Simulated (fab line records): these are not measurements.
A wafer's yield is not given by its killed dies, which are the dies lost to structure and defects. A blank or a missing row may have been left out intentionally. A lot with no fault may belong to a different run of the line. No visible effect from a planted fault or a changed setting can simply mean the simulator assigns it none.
Split-lot study -- flow n5-finfet -- 21 wafers read across 7 lots, on a route 1938 steps long

== SPLIT DETAILS ==
At N5_ZERO_LAYER_PECVD_02 (deposits SiO2 from SiH4/N2O, target thk 10 nm, time 6 s), the setting time-s was moved away from the recipe's 6 s on 7 of the 21 wafers read, by -13.2% to +13.7%. All remaining wafers had this setting at the recipe value.

The reading comes from the split's own step.

== THE READING ==
SiO2_of_ZERO_LAYER_PECVD_02.thk-nm (the simulator's own value, which no gauge read), in nm, at N5_ZERO_LAYER_PECVD_02 (deposits SiO2 from SiH4/N2O, target thk 10 nm, time 6 s). No usual value for it is given in the file. Here, 14 wafers ran the recipe; their average is 10.058 nm with a standard deviation of 0.19 nm.

wafer,"tool, chamber at the split","time-s as run, s",against the recipe,"SiO2_of_ZERO_LAYER_PECVD_02.thk-nm, nm",against lot-mates on the recipe
L074.2,"pecvd-04, 2",6,recipe,9.959,-
L074.3,"pecvd-04, 1",6,recipe,9.9,-
L074.5,"pecvd-04, 1",6,recipe,10.06,-
L076.1,"pecvd-02, 0",5.491,-8.5%,9.062,-1.228
L076.4,"pecvd-02, 0",5.491,-8.5%,9.388,-0.902
L076.6,"pecvd-02, 1",6,recipe,10.29,-
L077.1,"pecvd-01, 1",6,recipe,9.898,-
L077.4,"pecvd-01, 0",6,recipe,10.21,-
L077.6,"pecvd-01, 2",6,recipe,10.35,-
L081.3,"pecvd-02, 1",6.411,+6.9%,10.71,+0.580
L081.4,"pecvd-02, 0",6.411,+6.9%,11,+0.870
L081.5,"pecvd-02, 2",6,recipe,10.13,-
L092.1,"pecvd-01, 1",6.82,+13.7%,11.18,+0.960
L092.4,"pecvd-01, 2",6,recipe,10.22,-
L092.6,"pecvd-01, 1",6.82,+13.7%,11.28,+1.060
L094.2,"pecvd-02, 2",5.207,-13.2%,8.641,-1.474
L094.5,"pecvd-02, 0",6,recipe,10.07,-
L094.6,"pecvd-02, 2",6,recipe,10.16,-
L097.1,"pecvd-04, 1",6,recipe,9.572,-
L097.3,"pecvd-04, 1",6,recipe,9.989,-
L097.5,"pecvd-04, 1",6,recipe,10,-

FIT RESULTS
A straight line over all 21 wafers: SiO2_of_ZERO_LAYER_PECVD_02.thk-nm changes by +0.0966 nm for each +1% of time-s; r = +0.95; the points scatter about the line by 0.19 nm.
The same after taking each lot's own level away (the mean of its wafers on the recipe; 21 wafers): +0.0963 nm for each +1%; r = +0.96; scatter 0.18 nm.
On that fit, the largest move of time-s shifts the reading by 1.3 nm.
The span of the lots' own levels, 9.8537 to 10.2900 nm, comes to 2.3 times the standard deviation stated above.
Consequently the slope shifts little with the lot-to-lot level, the two slopes agreeing.
Check: with one of the wafers moved furthest among these (+13.7%) left out of the fit, the line predicts +1.37 nm for it against its lot-mates. Against them it came out at +0.96 nm.

== THE FILE'S OWN FIT ==
SiO2_of_ZERO_LAYER_PECVD_02.thk-nm changes by +0.0984 nm for each +1% of time-s, r = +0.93.
